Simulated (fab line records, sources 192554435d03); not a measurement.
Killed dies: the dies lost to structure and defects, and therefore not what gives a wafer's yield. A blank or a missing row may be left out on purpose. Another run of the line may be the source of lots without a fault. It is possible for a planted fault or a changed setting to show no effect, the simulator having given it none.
Split-lot experiment :: flow n5Finfet :: 39 wafers read from 7 lots, route of 1938 steps

THE SPLIT ITSELF
At N5_BEOL_M7_TRENCH_ETCH_37 (etches SiCOH lowk in C4F6/O2, target depth 93.478 nm, time 31.2 s), the setting timeS was moved away from the recipe's 31.2 s on 18 of the 39 wafers read, by -56.9% to +52.4%. All remaining wafers had this setting at the recipe value.

FROM THE SPLIT TO THE READING: what the file shows between them, 8 steps
- N5_BEOL_M7_ETCH_41: etches SiCN in CH3F/O2, target depth 31.9 nm, time 57.8 s
- N5_BEOL_M7_STRIP_80: strips in N2/H2, time 10 s
- N5_BEOL_M7_OCD_MEAS_38
- N5_BEOL_M7_HM_STRIP_39: strips TiN in peroxide tin strip, target depth 25 nm, time 158 s
- N5_BEOL_M7_SRD_40: time 30 s
- N5_BEOL_M7_ECD_50: material Cu, target thk 300 nm
- N5_BEOL_M7_ANNEAL_51: time 90 s
- N5_BEOL_M7_CMP_52: polishes, stops on SiCOH lowk, t overpolish 6.9 s, target thk 80 nm

THE READING
M7_THK, in nm, at N5_BEOL_M7_THK_MEAS_53 (measures by xrf). Fault-free wafers of this fab line usually give 80.8 nm, standard deviation 1.6 nm.

wafer: L077.1
tool, chamber at the split: rieDiel-06, 2
timeS as run, s: 13.99
against the recipe: -55.2%
M7_THK, nm: 27.2
against lot-mates on the recipe: -53.2

wafer: L077.2
tool, chamber at the split: rieDiel-06, 1
timeS as run, s: 13.99
against the recipe: -55.2%
M7_THK, nm: 28.3
against lot-mates on the recipe: -52.1

wafer: L077.3
tool, chamber at the split: rieDiel-06, 3
timeS as run, s: 31.2
against the recipe: recipe
M7_THK, nm: 82.4
against lot-mates on the recipe: -

wafer: L077.4
tool, chamber at the split: rieDiel-06, 0
timeS as run, s: 31.2
against the recipe: recipe
M7_THK, nm: 80.0
against lot-mates on the recipe: -

wafer: L077.5
tool, chamber at the split: rieDiel-06, 2
timeS as run, s: 31.2
against the recipe: recipe
M7_THK, nm: 78.7
against lot-mates on the recipe: -

wafer: L077.6
tool, chamber at the split: rieDiel-06, 3
timeS as run, s: 13.99
against the recipe: -55.2%
M7_THK, nm: 27.0
against lot-mates on the recipe: -53.4

wafer: L089.1
tool, chamber at the split: rieDiel-02, 2
timeS as run, s: 19.01
against the recipe: -39.1%
M7_THK, nm: 42.9
against lot-mates on the recipe: -35.9

wafer: L089.2
tool, chamber at the split: rieDiel-02, 0
timeS as run, s: 19.01
against the recipe: -39.1%
M7_THK, nm: 45.0
against lot-mates on the recipe: -33.8

wafer: L089.3
tool, chamber at the split: rieDiel-02, 3
timeS as run, s: 31.2
against the recipe: recipe
M7_THK, nm: 77.1
against lot-mates on the recipe: -

wafer: L089.4
tool, chamber at the split: rieDiel-02, 1
timeS as run, s: 31.2
against the recipe: recipe
M7_THK, nm: 81.3
against lot-mates on the recipe: -

wafer: L089.5
tool, chamber at the split: rieDiel-02, 3
timeS as run, s: 31.2
against the recipe: recipe
M7_THK, nm: 78.0
against lot-mates on the recipe: -

wafer: L089.6
tool, chamber at the split: rieDiel-02, 2
timeS as run, s: 19.01
against the recipe: -39.1%
M7_THK, nm: 42.2
against lot-mates on the recipe: -36.6

wafer: L091.1
tool, chamber at the split: rieDiel-05, 0
timeS as run, s: 47.54
against the recipe: +52.4%
M7_THK, nm: 131.8
against lot-mates on the recipe: +49.8

wafer: L091.2
tool, chamber at the split: rieDiel-05, 1
timeS as run, s: 47.54
against the recipe: +52.4%
M7_THK, nm: 132.4
against lot-mates on the recipe: +50.4

wafer: L091.3
tool, chamber at the split: rieDiel-05, 3
timeS as run, s: 31.2
against the recipe: recipe
M7_THK, nm: 82.8
against lot-mates on the recipe: -

wafer: L091.4
tool, chamber at the split: rieDiel-05, 2
timeS as run, s: 31.2
against the recipe: recipe
M7_THK, nm: 81.7
against lot-mates on the recipe: -

wafer: L091.5
tool, chamber at the split: rieDiel-05, 0
timeS as run, s: 31.2
against the recipe: recipe
M7_THK, nm: 81.4
against lot-mates on the recipe: -

wafer: L091.6
tool, chamber at the split: rieDiel-05, 1
timeS as run, s: 47.54
against the recipe: +52.4%
M7_THK, nm: 133.9
against lot-mates on the recipe: +51.9

wafer: L094.1
tool, chamber at the split: rieDiel-05, 2
timeS as run, s: 31.2
against the recipe: recipe
M7_THK, nm: 79.2
against lot-mates on the recipe: -

wafer: L094.2
tool, chamber at the split: rieDiel-05, 3
timeS as run, s: 31.2
against the recipe: recipe
M7_THK, nm: 82.6
against lot-mates on the recipe: -

wafer: L094.3
tool, chamber at the split: rieDiel-05, 1
timeS as run, s: 13.44
against the recipe: -56.9%
M7_THK, nm: 29.2
against lot-mates on the recipe: -52.1

wafer: L094.4
tool, chamber at the split: rieDiel-05, 0
timeS as run, s: 31.2
against the recipe: recipe
M7_THK, nm: 82.0
against lot-mates on the recipe: -

wafer: L094.5
tool, chamber at the split: rieDiel-05, 2
timeS as run, s: 13.44
against the recipe: -56.9%
M7_THK, nm: 29.1
against lot-mates on the recipe: -52.2

wafer: L094.6
tool, chamber at the split: rieDiel-05, 3
timeS as run, s: 13.44
against the recipe: -56.9%
M7_THK, nm: 29.0
against lot-mates on the recipe: -52.3

wafer: L095.1
tool, chamber at the split: rieDiel-05, 3
timeS as run, s: 31.2
against the recipe: recipe
M7_THK, nm: 82.8
against lot-mates on the recipe: -

wafer: L095.2
tool, chamber at the split: rieDiel-05, 0
timeS as run, s: 31.2
against the recipe: recipe
M7_THK, nm: 83.5
against lot-mates on the recipe: -

wafer: L095.3
tool, chamber at the split: rieDiel-05, 1
timeS as run, s: 45.31
against the recipe: +45.2%
M7_THK, nm: 125.2
against lot-mates on the recipe: +42.6

wafer: L095.4
tool, chamber at the split: rieDiel-05, 0
timeS as run, s: 31.2
against the recipe: recipe
M7_THK, nm: 81.6
against lot-mates on the recipe: -

wafer: L095.5
tool, chamber at the split: rieDiel-05, 1
timeS as run, s: 45.31
against the recipe: +45.2%
M7_THK, nm: 125.4
against lot-mates on the recipe: +42.8

wafer: L095.6
tool, chamber at the split: rieDiel-05, 3
timeS as run, s: 45.31
against the recipe: +45.2%
M7_THK, nm: 126.0
against lot-mates on the recipe: +43.4

wafer: L093.1
tool, chamber at the split: rieDiel-02, 3
timeS as run, s: 39.24
against the recipe: +25.8%
M7_THK, nm: 100.4
against lot-mates on the recipe: +20.7

wafer: L093.2
tool, chamber at the split: rieDiel-02, 1
timeS as run, s: 31.2
against the recipe: recipe
M7_THK, nm: 80.4
against lot-mates on the recipe: -

wafer: L093.3
tool, chamber at the split: rieDiel-02, 2
timeS as run, s: 39.24
against the recipe: +25.8%
M7_THK, nm: 101.7
against lot-mates on the recipe: +22.0

wafer: L093.4
tool, chamber at the split: rieDiel-02, 0
timeS as run, s: 39.24
against the recipe: +25.8%
M7_THK, nm: 103.3
against lot-mates on the recipe: +23.6

wafer: L093.5
tool, chamber at the split: rieDiel-02, 1
timeS as run, s: 31.2
against the recipe: recipe
M7_THK, nm: 79.7
against lot-mates on the recipe: -

wafer: L093.6
tool, chamber at the split: rieDiel-02, 2
timeS as run, s: 31.2
against the recipe: recipe
M7_THK, nm: 79.0
against lot-mates on the recipe: -

wafer: L097.1
tool, chamber at the split: rieDiel-05, 0
timeS as run, s: 31.2
against the recipe: recipe
M7_THK, nm: 79.2
against lot-mates on the recipe: -

wafer: L097.3
tool, chamber at the split: rieDiel-05, 3
timeS as run, s: 31.2
against the recipe: recipe
M7_THK, nm: 81.9
against lot-mates on the recipe: -

wafer: L097.6
tool, chamber at the split: rieDiel-05, 3
timeS as run, s: 31.2
against the recipe: recipe
M7_THK, nm: 79.6
against lot-mates on the recipe: -

FIT RESULTS
A straight line over all 39 wafers: M7_THK changes by +0.952 nm for each +1% of timeS; r = +1.00; the points scatter about the line by 2 nm.
The same after taking each lot's own level away (the mean of its wafers on the recipe; 39 wafers): +0.938 nm for each +1%; r = +1.00; scatter 1.4 nm.
The reading moves by 53 nm for the largest change in timeS, on that fit.
Across the lots, their own levels run from 78.80 to 82.63 nm, a range of 2.4 times the standard deviation given above.
Hence the lot-to-lot level has little effect on the slope; both slopes agree.
Check: for one of the wafers moved furthest among these (-56.9%), held out of the fit, the line's prediction against its lot-mates is -53.4 nm. It came out at -52.1 nm against them.

THE WHOLE CHAIN: every reading that the file lists as answering this split, in the file's order
step: N5_BEOL_M7_TRENCH_ETCH_37
what it does: etches SiCOH lowk in C4F6/O2, target depth 93.478 nm, time 31.2 s
reading: etch.depthNm (the simulator's own value, which no gauge read)
change (the file's fit): +0.928 nm for each +1% of the setting
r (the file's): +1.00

step: N5_BEOL_M7_TRENCH_ETCH_37
what it does: etches SiCOH lowk in C4F6/O2, target depth 93.478 nm, time 31.2 s
reading: BEOL_M7.featureDepthNm (the simulator's own value, which no gauge read)
change (the file's fit): +0.928 nm for each +1% of the setting
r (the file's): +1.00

step: N5_BEOL_M7_TRENCH_ETCH_37
what it does: etches SiCOH lowk in C4F6/O2, target depth 93.478 nm, time 31.2 s
reading: TiN_of_BEOL_M7_HM_DEP_02.thkNm (the simulator's own value, which no gauge read)
change (the file's fit): -0.0266 nm for each +1% of the setting
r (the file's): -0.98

step: N5_BEOL_M7_OCD_MEAS_38
what it does: 
reading: trenchDepthNm
change (the file's fit): +0.928 nm for each +1% of the setting
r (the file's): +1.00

step: N5_BEOL_M7_CMP_52
what it does: polishes, stops on SiCOH lowk, t overpolish 6.9 s, target thk 80 nm
reading: Cu_of_BEOL_M7_ECD_50.thkNm (the simulator's own value, which no gauge read)
change (the file's fit): +0.93 nm for each +1% of the setting
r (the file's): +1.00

step: N5_BEOL_M7_THK_MEAS_53
what it does: measures by xrf
reading: M7_THK
change (the file's fit): +0.938 for each +1% of the setting
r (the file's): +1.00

step: N5_BEOL_M7_RS_MEAS_57
what it does: measures by four-point-probe
reading: M7_RS
change (the file's fit): not straight: 1.024 at the lowest setting, 0.286 at the recipe, 0.162 at the highest
r (the file's): not given

THE FILE'S OWN FIT
M7_THK changes by +0.938 nm for each +1% of timeS, r = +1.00.
